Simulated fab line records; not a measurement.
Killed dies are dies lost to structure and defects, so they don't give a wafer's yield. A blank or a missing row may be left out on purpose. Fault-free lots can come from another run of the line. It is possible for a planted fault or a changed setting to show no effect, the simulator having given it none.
Matching of chambers / flow nand_harc / NHARC_A_STAIRCASE_TRIM_12 on rie_diel-05: 4 sister chambers
The step chemistry O2, time 211.2 s. 8 wafers are shown with their chamber, then 9 later ones without.

WAFERS, EACH WITH ITS CHAMBER
wafer=L081.2; chamber=1; drypump_motor_current_A (A)=5.7; showerhead_plenum_p_Torr (Torr)=3.48
wafer=L083.3; chamber=2; drypump_motor_current_A (A)=6.2; showerhead_plenum_p_Torr (Torr)=3.37
wafer=L085.1; chamber=0; drypump_motor_current_A (A)=4.8; showerhead_plenum_p_Torr (Torr)=3.49
wafer=L085.4; chamber=3; drypump_motor_current_A (A)=6.5; showerhead_plenum_p_Torr (Torr)=3.29
wafer=L085.5; chamber=1; drypump_motor_current_A (A)=5.7; showerhead_plenum_p_Torr (Torr)=3.48
wafer=L090.1; chamber=3; drypump_motor_current_A (A)=6.5; showerhead_plenum_p_Torr (Torr)=3.29
wafer=L090.3; chamber=2; drypump_motor_current_A (A)=6.1; showerhead_plenum_p_Torr (Torr)=3.36
wafer=L090.6; chamber=0; drypump_motor_current_A (A)=4.8; showerhead_plenum_p_Torr (Torr)=3.48

WAFERS WITH NO CHAMBER GIVEN
wafer=L089.3; drypump_motor_current_A (A)=4.7; showerhead_plenum_p_Torr (Torr)=3.48
wafer=L089.4; drypump_motor_current_A (A)=6.1; showerhead_plenum_p_Torr (Torr)=3.36
wafer=L089.6; drypump_motor_current_A (A)=4.8; showerhead_plenum_p_Torr (Torr)=3.48
wafer=L089.1; drypump_motor_current_A (A)=6.5; showerhead_plenum_p_Torr (Torr)=3.29
wafer=L089.2; drypump_motor_current_A (A)=5.7; showerhead_plenum_p_Torr (Torr)=3.47
wafer=L089.5; drypump_motor_current_A (A)=5.7; showerhead_plenum_p_Torr (Torr)=3.47
wafer=L096.2; drypump_motor_current_A (A)=5.7; showerhead_plenum_p_Torr (Torr)=3.47
wafer=L096.4; drypump_motor_current_A (A)=6.5; showerhead_plenum_p_Torr (Torr)=3.81
wafer=L096.5; drypump_motor_current_A (A)=6.1; showerhead_plenum_p_Torr (Torr)=3.36

EACH ONE'S CHAMBER
wafer=L089.3; from the rows above=0; in truth=0
wafer=L089.4; from the rows above=2; in truth=2
wafer=L089.6; from the rows above=0; in truth=0
wafer=L089.1; from the rows above=3; in truth=3
wafer=L089.2; from the rows above=1; in truth=1
wafer=L089.5; from the rows above=1; in truth=1
wafer=L096.2; from the rows above=1; in truth=1
wafer=L096.4; from the rows above=1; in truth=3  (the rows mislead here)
wafer=L096.5; from the rows above=2; in truth=2
8 of 9 placed correctly. Number that these rows cannot place: 0. Number placed wrongly: 1.
How it was worked out, from the rows above alone: a wafer's distance from a chamber is the root of the sum, over the readings, of the square of ((its reading less the chamber's mean) divided by the reading's scatter). The wafer belongs to the nearest chamber; if the next one is less than 2 further off, it can't be placed. The mean given for a chamber averages the wafers shown for that chamber. The scatter: the root of (the sum of the squares of (reading less its chamber's mean) over the shown wafers, divided by (wafers less chambers)).
